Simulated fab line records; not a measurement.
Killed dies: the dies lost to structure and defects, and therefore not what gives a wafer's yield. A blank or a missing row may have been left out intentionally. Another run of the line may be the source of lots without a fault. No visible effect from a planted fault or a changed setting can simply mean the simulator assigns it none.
Matching of chambers -- flow n5 finfet -- cmp-03 running N5_GATE_CUT_CMP_43: 4 sister chambers
The step polishes SiO2. 18 wafers are shown with their chamber, then 9 later ones without.

== WAFERS WITH THEIR CHAMBER ==
wafer,chamber,motor current A (A),slurry filter dp kPa (kPa)
L075.1,2,12.3,13.47
L075.2,3,12.9,13.64
L075.6,0,10.9,13.61
L080.2,1,12.5,13.30
L080.4,0,11.4,13.55
L080.5,0,11.5,13.30
L082.1,3,12.6,13.72
L082.3,1,13.0,13.50
L082.4,2,12.7,13.66
L083.2,3,12.6,13.63
L083.3,1,12.7,13.55
L083.6,3,12.4,13.42
L087.1,3,12.2,13.34
L087.2,2,12.3,13.62
L087.5,2,12.4,13.57
L090.2,2,12.5,13.66
L090.4,3,13.5,13.70
L090.6,3,13.1,13.42

SIGNATURES, as means of the wafers listed above
reading,chamber 0,chamber 1,chamber 2,chamber 3,scatter within a chamber
motor current A,11.267,12.733,12.440,12.757,0.34
slurry filter dp kPa,13.4867,13.4500,13.5960,13.5529,0.136
Rule: distance of a wafer from a chamber = root of the sum over the readings of ((wafer's reading minus chamber's mean) / reading's scatter) squared. The wafer belongs to the nearest chamber; if the next one is less than 2 further off, it can't be placed. How the scatter is found: for the shown wafers, subtract from each reading the mean of its chamber, square and add these, divide the total by (wafers less chambers), then take the root.

== WAFERS WITHOUT THEIR CHAMBER ==
wafer,motor current A (A),slurry filter dp kPa (kPa)
L092.1,10.9,13.59
L092.2,12.8,13.32
L092.4,12.8,13.53
L094.1,11.0,13.50
L094.3,12.5,13.52
L094.4,12.4,13.33
L096.2,13.1,13.61
L096.5,13.1,13.64
L096.6,12.3,13.44

== EACH ONE'S CHAMBER ==
wafer,from the rows above,in truth
L092.1,0,0
L092.2,can't be placed: 1 or 3 or 2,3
L092.4,can't be placed: 3 or 1 or 2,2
L094.1,0,0
L094.3,can't be placed: 2 or 3 or 1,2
L094.4,can't be placed: 1 or 3 or 2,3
L096.2,can't be placed: 3 or 1 or 2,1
L096.5,can't be placed: 3 or 1 or 2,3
L096.6,can't be placed: 2 or 1 or 3 or 0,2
Correct placement for 2 of the 9. Cannot be placed on the basis of these rows: 7; the candidates contain the true chamber in 7. 0 placed wrongly.
